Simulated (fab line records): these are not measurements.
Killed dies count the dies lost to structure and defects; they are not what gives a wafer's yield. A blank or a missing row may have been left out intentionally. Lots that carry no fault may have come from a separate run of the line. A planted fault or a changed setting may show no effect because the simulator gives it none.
Matching of chambers | flow nand-harc | rie-diel-08 running NHARC_HYBRID_BOND_ACTIVATE_00: 4 sister chambers
The step chemistry N2, time 60 s. 7 wafers are shown with their chamber, then 8 later ones without.

== WAFERS PAIRED WITH THEIR CHAMBERS ==
wafer  | chamber | drypump-motor-current-A (A) | rf-vpp-V (V)
L101.4 | 3       | 6.3                         | 63.2
L102.2 | 3       | 6.2                         | 64.0
L102.4 | 0       | 5.7                         | 64.7
L105.2 | 1       | 5.8                         | 65.2
L105.4 | 2       | 5.2                         | 64.0
L105.5 | 2       | 5.1                         | 63.5
L106.3 | 1       | 5.7                         | 65.7

== WAFERS WITH NO CHAMBER GIVEN ==
wafer  | drypump-motor-current-A (A) | rf-vpp-V (V)
L106.4 | 6.2                         | 63.7
L106.6 | 5.8                         | 65.3
L111.2 | 5.1                         | 63.6
L111.4 | 5.7                         | 62.9
L111.6 | 6.2                         | 64.1
L118.1 | 5.1                         | 62.9
L118.2 | 5.7                         | 64.5
L118.5 | 5.7                         | 63.4

== EACH ONE'S CHAMBER ==
wafer  | from the rows above     | in truth
L106.4 | 3                       | 3
L106.6 | can't be placed: 1 or 0 | 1
L111.2 | 2                       | 2
L111.4 | can't be placed: 0 or 1 | 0
L111.6 | 3                       | 3
L118.1 | 2                       | 2
L118.2 | can't be placed: 0 or 1 | 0
L118.5 | can't be placed: 0 or 1 | 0
Correct placement for 4 of the 8. Not placeable from these rows: 4 (in 4, the candidates include the true chamber). Placed wrongly: 0.
How it was worked out, from the rows above alone: a wafer's distance from a chamber is the root of the sum, over the readings, of the square of ((its reading less the chamber's mean) divided by the reading's scatter). The wafer belongs to the nearest chamber; if the next one is less than 2 further off, it can't be placed. A chamber's mean is the mean of its shown wafers. How the scatter is found: for the shown wafers, subtract from each reading the mean of its chamber, square and add these, divide the total by (wafers less chambers), then take the root.
